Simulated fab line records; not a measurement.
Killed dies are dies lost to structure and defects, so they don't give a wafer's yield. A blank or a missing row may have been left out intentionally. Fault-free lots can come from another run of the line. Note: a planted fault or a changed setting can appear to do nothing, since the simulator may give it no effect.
Chamber matching / flow nand harc / NHARC_P_BONDPAD_ETCH_37 on rie diel-05 has 4 sister chambers
The step etches the open film in N2/H2, target depth 60 nm, overetch 18 nm, time 65.91 s. 20 wafers are shown with their chamber, then 10 later ones without.

## EACH WAFER AND ITS CHAMBER
wafer=L079.2; chamber=3; drypump motor current A (A)=5.9; oes product au (a.u.)=0.993; rf vpp V (V)=433.8
wafer=L079.5; chamber=2; drypump motor current A (A)=5.0; oes product au (a.u.)=0.976; rf vpp V (V)=432.1
wafer=L079.6; chamber=3; drypump motor current A (A)=5.9; oes product au (a.u.)=0.983; rf vpp V (V)=433.8
wafer=L080.3; chamber=0; drypump motor current A (A)=6.1; oes product au (a.u.)=0.984; rf vpp V (V)=433.3
wafer=L080.4; chamber=3; drypump motor current A (A)=6.0; oes product au (a.u.)=0.989; rf vpp V (V)=433.0
wafer=L080.6; chamber=1; drypump motor current A (A)=5.7; oes product au (a.u.)=1.004; rf vpp V (V)=431.9
wafer=L082.2; chamber=0; drypump motor current A (A)=6.1; oes product au (a.u.)=0.981; rf vpp V (V)=432.6
wafer=L082.4; chamber=1; drypump motor current A (A)=5.7; oes product au (a.u.)=0.995; rf vpp V (V)=431.5
wafer=L082.5; chamber=1; drypump motor current A (A)=5.7; oes product au (a.u.)=0.988; rf vpp V (V)=430.0
wafer=L086.4; chamber=1; drypump motor current A (A)=5.7; oes product au (a.u.)=0.986; rf vpp V (V)=433.4
wafer=L086.5; chamber=1; drypump motor current A (A)=5.7; oes product au (a.u.)=0.985; rf vpp V (V)=433.7
wafer=L086.6; chamber=0; drypump motor current A (A)=6.1; oes product au (a.u.)=0.991; rf vpp V (V)=433.4
wafer=L089.2; chamber=2; drypump motor current A (A)=5.1; oes product au (a.u.)=0.994; rf vpp V (V)=432.1
wafer=L089.3; chamber=3; drypump motor current A (A)=5.9; oes product au (a.u.)=0.991; rf vpp V (V)=434.4
wafer=L089.4; chamber=0; drypump motor current A (A)=6.1; oes product au (a.u.)=0.981; rf vpp V (V)=433.0
wafer=L090.4; chamber=1; drypump motor current A (A)=5.7; oes product au (a.u.)=0.990; rf vpp V (V)=431.0
wafer=L090.5; chamber=0; drypump motor current A (A)=6.1; oes product au (a.u.)=0.981; rf vpp V (V)=431.3
wafer=L090.6; chamber=3; drypump motor current A (A)=5.9; oes product au (a.u.)=0.992; rf vpp V (V)=432.0
wafer=L091.3; chamber=0; drypump motor current A (A)=6.1; oes product au (a.u.)=0.980; rf vpp V (V)=433.6
wafer=L091.4; chamber=2; drypump motor current A (A)=5.0; oes product au (a.u.)=0.985; rf vpp V (V)=433.5

SIGNATURES, as means of the wafers listed above
reading=drypump motor current A; chamber 0=6.100; chamber 1=5.700; chamber 2=5.033; chamber 3=5.920; scatter within a chamber=0.0303
reading=oes product au; chamber 0=0.98300; chamber 1=0.99133; chamber 2=0.98500; chamber 3=0.98960; scatter within a chamber=0.00595
reading=rf vpp V; chamber 0=432.867; chamber 1=431.917; chamber 2=432.567; chamber 3=433.400; scatter within a chamber=1.07
Rule: for each reading, subtract the chamber's mean from the wafer's reading, divide by that reading's scatter and square the result; add these up over the readings and take the root, which gives the wafer's distance from the chamber. The wafer belongs to the nearest chamber; if the next one is less than 2 further off, it can't be placed. How the scatter is found: for the shown wafers, subtract from each reading the mean of its chamber, square and add these, divide the total by (wafers less chambers), then take the root.

## WAFERS WITHOUT THEIR CHAMBER
wafer=L091.5; drypump motor current A (A)=6.1; oes product au (a.u.)=0.987; rf vpp V (V)=434.0
wafer=L092.3; drypump motor current A (A)=5.7; oes product au (a.u.)=0.984; rf vpp V (V)=429.7
wafer=L092.4; drypump motor current A (A)=5.0; oes product au (a.u.)=0.979; rf vpp V (V)=433.0
wafer=L092.5; drypump motor current A (A)=6.1; oes product au (a.u.)=0.983; rf vpp V (V)=433.7
wafer=L096.2; drypump motor current A (A)=5.0; oes product au (a.u.)=0.987; rf vpp V (V)=434.6
wafer=L096.4; drypump motor current A (A)=5.9; oes product au (a.u.)=0.984; rf vpp V (V)=433.3
wafer=L096.5; drypump motor current A (A)=5.7; oes product au (a.u.)=0.995; rf vpp V (V)=430.8
wafer=L097.1; drypump motor current A (A)=5.1; oes product au (a.u.)=0.984; rf vpp V (V)=434.2
wafer=L097.3; drypump motor current A (A)=5.7; oes product au (a.u.)=0.991; rf vpp V (V)=430.7
wafer=L097.5; drypump motor current A (A)=5.1; oes product au (a.u.)=0.983; rf vpp V (V)=434.2

## EACH ONE'S CHAMBER
wafer=L091.5; from the rows above=0; in truth=0
wafer=L092.3; from the rows above=1; in truth=1
wafer=L092.4; from the rows above=2; in truth=2
wafer=L092.5; from the rows above=0; in truth=0
wafer=L096.2; from the rows above=2; in truth=2
wafer=L096.4; from the rows above=3; in truth=3
wafer=L096.5; from the rows above=1; in truth=1
wafer=L097.1; from the rows above=2; in truth=2
wafer=L097.3; from the rows above=1; in truth=1
wafer=L097.5; from the rows above=2; in truth=2
Correct placement for 10 of the 10. Number that these rows cannot place: 0. Wrongly placed: 0.
